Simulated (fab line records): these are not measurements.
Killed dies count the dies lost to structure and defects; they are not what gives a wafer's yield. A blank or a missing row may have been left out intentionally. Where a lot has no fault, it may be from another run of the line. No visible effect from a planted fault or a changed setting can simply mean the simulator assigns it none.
What tool caused it? -- flow nandHarc -- 41 wafers from 14 lots sampled at 5 of the route's 1302 steps

WHAT THE GAUGES SHOWED, per wafer
NHARC_A_SOURCE_PLATE_THK_MEAS_09: measures by ellipsometry.
lot,measured,on,thkNm (nm)
L853,day 7 04:52,filmMetro-02,8.9 10.7 8.8
L855,day 7 21:11,filmMetro-02,9.7 9.3 8.9
L854,day 7 21:11,filmMetro-01,10.3 10.2 9.6
L856,day 8 06:31,filmMetro-01,9.9 10.4 10.0
L858,day 9 06:08,filmMetro-01,10.5 11.9 10.4
L860,day 10 06:05,filmMetro-01,9.2 11.4 8.4
L861,day 10 06:05,filmMetro-02,9.4 10.1 9.7
L862,day 10 20:29,filmMetro-02,8.6 8.9 10.0
L864,day 11 21:10,filmMetro-02,9.7 9.6 8.1
L865,day 11 21:10,filmMetro-01,9.1 8.3 8.6
L868,day 13 05:26,filmMetro-01,9.1 10.0
L869,day 13 20:29,filmMetro-02,10.8 11.7 9.4
L876,day 16 15:06,filmMetro-01,9.9 10.6 10.4
L875,day 17 15:30,filmMetro-02,10.1 9.5 9.7

NHARC_A_ONON_D1_THK_MEAS_11: measures by ellipsometry.
lot,measured,on,thkNm (nm)
L853,day 7 19:50,filmMetro-02,985 985 984
L855,day 8 14:44,filmMetro-02,992 994 995
L854,day 8 14:44,filmMetro-02,988 989 987
L856,day 8 21:55,filmMetro-02,990 992 991
L858,day 9 21:31,filmMetro-02,985 985 985
L860,day 10 20:58,filmMetro-01,975 976 976
L861,day 10 21:01,filmMetro-02,992 989 990
L862,day 11 11:19,filmMetro-01,994 994 996
L864,day 12 13:28,filmMetro-01,991 992 990
L865,day 12 13:15,filmMetro-02,1013 1014 1014
L868,day 13 20:49,filmMetro-02,1586 1586
L869,day 14 18:22,filmMetro-01,1015 1615 1015
L876,day 17 06:01,filmMetro-02,1001 999 1000
L875,day 18 10:10,filmMetro-01,1004 1002 1003

NHARC_END_SORT_01.
lot,measured,on,killedAtArray,killedAtOther,killedAtPeriphery,killedDies,killedOpen,killedShort
L853,day 24 04:58,prober-02,71 66 82,2 0 0,0 4 0,73 70 82,4 5 5,2 2 1
L855,day 24 14:47,prober-01,79 60 66,0 1 0,0 3 1,79 64 67,2 1 1,2 5 3
L854,day 24 14:47,prober-02,59 54 58,0 1 0,2 3 4,61 58 62,2 3 5,0 1 1
L856,day 25 06:41,prober-02,63 70 71,5 2 0,3 0 1,71 72 72,3 3 2,6 1 4
L858,day 25 19:49,prober-01,43 48 58,1 0 1,6 3 3,50 51 62,4 5 2,2 2 4
L860,day 27 20:07,prober-02,61 67 53,2 1 1,8 5 7,71 73 61,8 4 2,3 3 2
L861,day 28 04:44,prober-02,64 86 77,4 4 2,3 2 4,71 92 83,3 4 3,3 4 5
L862,day 27 15:46,prober-01,70 57 48,0 0 0,11 4 5,81 61 53,7 3 5,4 3 1
L864,day 27 23:59,prober-01,47 46 40,0 0 1,10 5 6,57 51 47,3 5 2,2 2 1
L865,day 28 12:28,prober-02,80 75 78,0 0 0,3 2 4,83 77 82,2 2 3,3 2 2
L868,day 30 11:59,prober-01,673 674,1 0,3 3,677 677,8 7,1 1
L869,day 31 04:17,prober-02,68 675 55,1 2 1,1 0 2,70 677 58,0 3 3,1 0 4
L876,day 33 20:29,prober-01,44 55 49,4 3 1,1 2 2,49 60 52,2 3 2,5 3 4
L875,day 35 07:50,prober-01,52 53 56,1 0 0,3 2 2,56 55 58,3 2 1,3 1 5

WHAT TOOL EACH LOT RAN ON (gives the tool, then ch and the chambers of the sampled wafers, and finally the start)
lot,NHARC_A_ZERO_WELL_ETCH_19,NHARC_A_ONON_D1_DEP_09
L853,"rieDiel-09 ch 0,1,3, day 6 20:23","pecvdOnon-03 ch 0, day 7 19:26"
L855,"rieDiel-07 ch 0,1,3, day 7 10:38","pecvdOnon-03 ch 0, day 8 14:17"
L854,"rieDiel-09 ch 0,1, day 7 11:17","pecvdOnon-01 ch 0, day 8 14:17"
L856,"rieDiel-09 ch 0,1,2, day 7 22:15","pecvdOnon-01 ch 0, day 8 21:28"
L858,"rieDiel-09 ch 1,2,3, day 8 22:05","pecvdOnon-01 ch 0, day 9 21:00"
L860,"rieDiel-09 ch 0,1,3, day 9 20:56","pecvdOnon-02 ch 0, day 10 20:28"
L861,"rieDiel-07 ch 0,1,2, day 9 22:01","pecvdOnon-01 ch 0, day 10 20:32"
L862,"rieDiel-07 ch 0,2,3, day 10 11:41","pecvdOnon-03 ch 0, day 11 10:52"
L864,"rieDiel-07 ch 1,2,3, day 11 10:08","pecvdOnon-02 ch 0, day 12 13:01"
L865,"rieDiel-07 ch 2,3, day 11 13:25","pecvdOnon-03 ch 0, day 12 12:48"
L868,"rieDiel-09 ch 0, day 12 21:08","pecvdOnon-03 ch 0, day 13 20:19"
L869,"rieDiel-09 ch 0,1,3, day 13 11:59","pecvdOnon-03 ch 0, day 14 17:55"
L876,"rieDiel-09 ch 1,2, day 16 06:39","pecvdOnon-03 ch 0, day 17 05:38"
L875,"rieDiel-07 ch 0,2,3, day 17 08:17","pecvdOnon-01 ch 0, day 18 09:43"
- NHARC_A_ZERO_WELL_ETCH_19: etches the open film in N2/H2, target depth 80 nm, overetch 24 nm, time 87.88 s.
- NHARC_A_ONON_D1_DEP_09: target thk 1000 nm.

WHAT THE TOOLS THEMSELVES READ (means of the sampled wafers that have a number; where no wafer has one, the mark that the record gives instead)
NHARC_A_ZERO_WELL_ETCH_19.
lot,tool,drypumpMotorCurrentA (A),oesProductAu (a.u.),rfFwdPowerW (W),rfVppV (V),showerheadPlenumPTorr (Torr),throttleValvePct (%)
L853,rieDiel-09,5.9,0.988,397.1,430.5,2.01,14.166
L855,rieDiel-07,5.9,1.007,397.1,431.8,2.09,14.166
L854,rieDiel-09,5.7,1.006,396.5,430.6,2.01,14.170
L856,rieDiel-09,5.7,0.993,396.6,432.1,2.07,14.178
L858,rieDiel-09,6.0,0.996,395.5,431.8,2.09,14.167
L860,rieDiel-09,5.9,0.990,396.9,429.9,2.01,14.158
L861,rieDiel-07,6.1,0.997,396.8,431.2,2.06,14.168
L862,rieDiel-07,6.0,1.007,397.3,432.3,2.07,14.167
L864,rieDiel-07,5.9,1.001,396.5,433.3,2.13,14.175
L865,rieDiel-07,5.9,1.002,396.6,432.2,2.11,14.176
L868,rieDiel-09,5.6,1.000,397.8,429.8,1.96,14.180
L869,rieDiel-09,5.9,1.001,397.2,429.5,2.01,14.169
L876,rieDiel-09,5.7,1.001,394.2,433.9,2.14,14.175
L875,rieDiel-07,6.0,1.004,396.1,430.5,2.06,14.185

THE ANSWER, worked out from the rows above alone
Rule: usual is defined by the lots themselves. Put in order of their means at a reading, lots are off if they are a third of the lots or fewer, leave a main group of 4 or more, and stand apart from it by a gap of 3 or more times the standard deviation of the main group's means; of several such gaps the widest counts. A main group whose means are all the same, to the digits that the tables above print for the reading, isn't used. Also off: a lot with no number at a reading for which 4 or more lots have one. The other lots that the step has rows for count as sound. After the gauges, taken in route order, come the tools' own readings; for these a lot's mean is taken, as printed above. The first step at which some lot is off is used, and at that step the reading that is off furthest; a lot without a number counts as furthest.
Off, at NHARC_A_ONON_D1_THK_MEAS_11 on thkNm: L868, L869. Main group: mean 993 nm, sd 9.4.
If a tool, at a process step before that reading, ran all the lots that are off and no sound lot after the first of them, it fits. Not tried: the gauges at NHARC_A_ONON_D1_THK_MEAS_11; whatever is off there is also off at NHARC_END_SORT_01, on other tools, and gauge error can't account for it. Not one of the candidates tried fits.

WHAT THE SIMULATOR PUT IN
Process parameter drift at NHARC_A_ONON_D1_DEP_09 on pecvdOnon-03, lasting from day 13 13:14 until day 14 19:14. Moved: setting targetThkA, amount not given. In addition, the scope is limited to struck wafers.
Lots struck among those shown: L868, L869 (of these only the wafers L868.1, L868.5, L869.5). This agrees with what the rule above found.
